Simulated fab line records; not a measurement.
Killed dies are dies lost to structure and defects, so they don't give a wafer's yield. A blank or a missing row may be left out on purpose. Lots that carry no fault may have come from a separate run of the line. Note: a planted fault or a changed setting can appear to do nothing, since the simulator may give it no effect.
Chamber matching	flow n5-finfet	4 sister chambers for N5_HKMG_FIN_ALD_21 on ald-metal-04
The step deposits TiN, target thk 1.5 nm, pulse time 1 s, purge time 3 s. 8 wafers are shown with their chamber, then 8 later ones without.

## WAFERS, EACH WITH ITS CHAMBER
wafer	chamber	heater-power-w (W)	precursor-pulse-height-rel
L075.1	2	757	0.972
L080.2	1	929	1.011
L083.1	0	787	0.961
L083.3	1	920	0.999
L084.2	0	831	0.988
L084.5	3	1117	1.010
L084.6	2	777	1.053
L086.2	3	1113	0.987

## WAFERS MISSING THEIR CHAMBER
wafer	heater-power-w (W)	precursor-pulse-height-rel
L086.4	769	1.000
L086.6	1114	1.020
L091.3	741	0.993
L091.4	1102	0.987
L091.6	1102	0.999
L097.1	767	0.972
L097.3	932	1.010
L097.5	766	1.010

## THE CHAMBER EACH PASSED THROUGH
wafer	from the rows above	in truth
L086.4	2	2
L086.6	3	3
L091.3	2	2
L091.4	3	3
L091.6	3	3
L097.1	can't be placed: 2 or 0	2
L097.3	1	1
L097.5	2	2
7 of 8 placed correctly. Can't be placed from these rows: 1 (the true chamber is among the candidates in 1). 0 placed wrongly.
How it was worked out, from the rows above alone: a wafer's distance from a chamber is the root of the sum, over the readings, of the square of ((its reading less the chamber's mean) divided by the reading's scatter). The wafer belongs to the nearest chamber; if the next one is less than 2 further off, it can't be placed. The mean given for a chamber averages the wafers shown for that chamber. The scatter: the root of (the sum of the squares of (reading less its chamber's mean) over the shown wafers, divided by (wafers less chambers)).
